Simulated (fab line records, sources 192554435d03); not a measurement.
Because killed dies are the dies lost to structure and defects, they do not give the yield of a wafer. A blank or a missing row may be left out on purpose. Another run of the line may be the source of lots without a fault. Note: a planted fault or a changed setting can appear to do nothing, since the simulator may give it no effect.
Which tool is to blame? :: flow n5-finfet :: at 1 step of a route of 1938, 10 lots with 27 wafers sampled

== WHAT EACH GAUGE READ, for each wafer ==
N5_BEOL_M11_OVL_MEAS_29.
lot: L757
measured: day 10 11:37
on: overlay-02
V10_OVL (nm): -1.4 -1.3 -1.9

lot: L761
measured: day 11 16:22
on: overlay-01
V10_OVL (nm): 2.1 0.7 -0.2

lot: L762
measured: day 12 09:08
on: overlay-01
V10_OVL (nm): -0.7 -0.4 -1.2

lot: L763
measured: day 12 15:56
on: overlay-02
V10_OVL (nm): 1.1 0.8 0.4

lot: L768
measured: day 13 22:58
on: overlay-01
V10_OVL (nm): 0.8 0.6

lot: L771
measured: day 14 04:34
on: overlay-01
V10_OVL (nm): 0.5 1.3

lot: L772
measured: day 15 11:19
on: overlay-01
V10_OVL (nm): 1.9 0.8

lot: L774
measured: day 15 12:07
on: overlay-02
V10_OVL (nm): -0.9 -1.0 -0.8

lot: L776
measured: day 16 04:12
on: overlay-02
V10_OVL (nm): -0.4 0.7 -0.4

lot: L778
measured: day 16 10:11
on: overlay-02
V10_OVL (nm): 1.0 1.9 -0.2

== TOOL THAT RAN EACH LOT (tool first, then ch and the chambers of the sampled wafers, then the start) ==
No process step before these readings appears in the record.

== THE ANSWER, worked out from the rows above alone ==
Rule: usual is defined by the lots themselves. The widest of any qualifying gaps counts: lots, ordered by their means at a reading, are off when they make up no more than a third of the lots, leave a main group of 4 or more, and stand apart from it by 3 or more times the standard deviation of that group's means. The tables above print the reading to a certain number of digits; a main group whose means all agree to those digits is not used. A lot without any number at a reading at which 4 lots or more have one is off too. The other lots that the step has rows for count as sound.
Nothing can be told from this: no lot is off at any reading shown.

== WHAT THE SIMULATOR HAD INSERTED ==
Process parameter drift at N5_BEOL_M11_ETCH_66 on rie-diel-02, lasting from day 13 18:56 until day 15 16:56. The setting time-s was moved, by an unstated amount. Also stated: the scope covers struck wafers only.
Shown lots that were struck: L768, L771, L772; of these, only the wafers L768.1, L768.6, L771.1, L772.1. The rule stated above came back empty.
